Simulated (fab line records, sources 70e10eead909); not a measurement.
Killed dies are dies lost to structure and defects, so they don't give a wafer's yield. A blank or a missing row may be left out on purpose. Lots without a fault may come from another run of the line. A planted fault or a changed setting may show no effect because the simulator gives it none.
A struck lot beside a sound one | flow nand_harc | 15 steps out of a route of 1159
Sound: wafers L235.1, L235.5, L235.6. Struck: wafers L234.1, L234.2, L234.5. The cause comes at the end.
At each step with rows: each side's tool, then ch and its chambers, then its first start. Under that, the readings that differ: sound wafers | struck wafers | difference of the means | sigmas: that difference in standard deviations of wafers without a fault.
alike: readings whose means differ by less than 2 such deviations, and words and numbers that are the same on both sides. not compared: withheld readings, readings that some wafer has no value for, bounds like >300 that may hide the same value, and numbers for which the record gives no deviation and whose values overlap.
The two part at a step that has a row with sigmas, a row that says differs or no value, or rows on one side only. Numbers that don't overlap but have no deviation are shown without sigmas and don't part them. A reading that every wafer of one side lacks parts them only if that side has two wafers or more.

first, 1 step without rows for these wafers: NHARC_A_ONON_D1_DEP_06 (target thk 1000 nm).
NHARC_A_ONON_D1_THK_MEAS_08: measures by ellipsometry.
  sound on film_metro-02, day 10 17:07; struck on film_metro-01, day 10 17:27
  alike: thk_nm
then, 1 step without rows for these wafers: NHARC_A_ONON_D1_DEP_09 (target thk 1000 nm).
NHARC_A_ONON_D1_THK_MEAS_11: measures by ellipsometry.
  sound on film_metro-02, day 10 17:41; struck on film_metro-01, day 10 18:01
  alike: thk_nm
then, 1 step without rows for these wafers: NHARC_A_ONON_D1_DEP_12 (target thk 1000 nm).
NHARC_A_ONON_D1_THK_MEAS_14: measures by ellipsometry.
  sound on film_metro-02, day 10 18:15; struck on film_metro-02, day 10 18:35
  alike: thk_nm
then, 2 steps without rows for these wafers: NHARC_A_ONON_D1_ANNEAL_15 (time 3600 s); NHARC_A_ONON_D1_DEP_16 (target thk 1000 nm).
NHARC_A_ONON_D1_THK_MEAS_18: measures by ellipsometry.
  sound on film_metro-02, day 11 02:07; struck on film_metro-01, day 11 02:28
  reading     | sound       | struck         | difference | sigmas
  thk_nm (nm) | 994 996 993 | 1023 1021 1021 | +27        | +2
then, 1 step without rows for these wafers: NHARC_A_ONON_D1_DEP_19 (target thk 1000 nm).
NHARC_A_ONON_D1_THK_MEAS_21: measures by ellipsometry.
  sound on film_metro-01, day 11 02:49; struck on film_metro-02, day 11 03:02
  alike: thk_nm
NHARC_A_ONON_D1_DEP_22: target thk 1000 nm.
  sound on pecvd_onon-02 ch 0, day 11 02:52; struck on pecvd_onon-01 ch 0, day 11 03:05
NHARC_A_ONON_D1_THK_MEAS_24: measures by ellipsometry.
  sound on film_metro-02, day 11 03:23; struck on film_metro-01, day 11 03:36
  reading     | sound          | struck         | difference | sigmas
  thk_nm (nm) | 1022 1022 1024 | 1509 1510 1509 | +487       | +62
then, 1 step without rows for these wafers: NHARC_A_ONON_D1_DEP_25 (target thk 1000 nm).
-- the record jumps here: 14 days lie between the struck wafers' starts before and after (it left off in module A_ONON_D1 and takes up again in module END, whose first step shown is number 1159 of the route) --
NHARC_END_SORT_01:
  the record has rows for the struck wafers here (prober-02 ch 0, day 25 03:01) and none for the sound ones

WHERE THEY PART
First at NHARC_A_ONON_D1_THK_MEAS_18; last, within this record, at NHARC_END_SORT_01.

WHY: what the simulator had put in
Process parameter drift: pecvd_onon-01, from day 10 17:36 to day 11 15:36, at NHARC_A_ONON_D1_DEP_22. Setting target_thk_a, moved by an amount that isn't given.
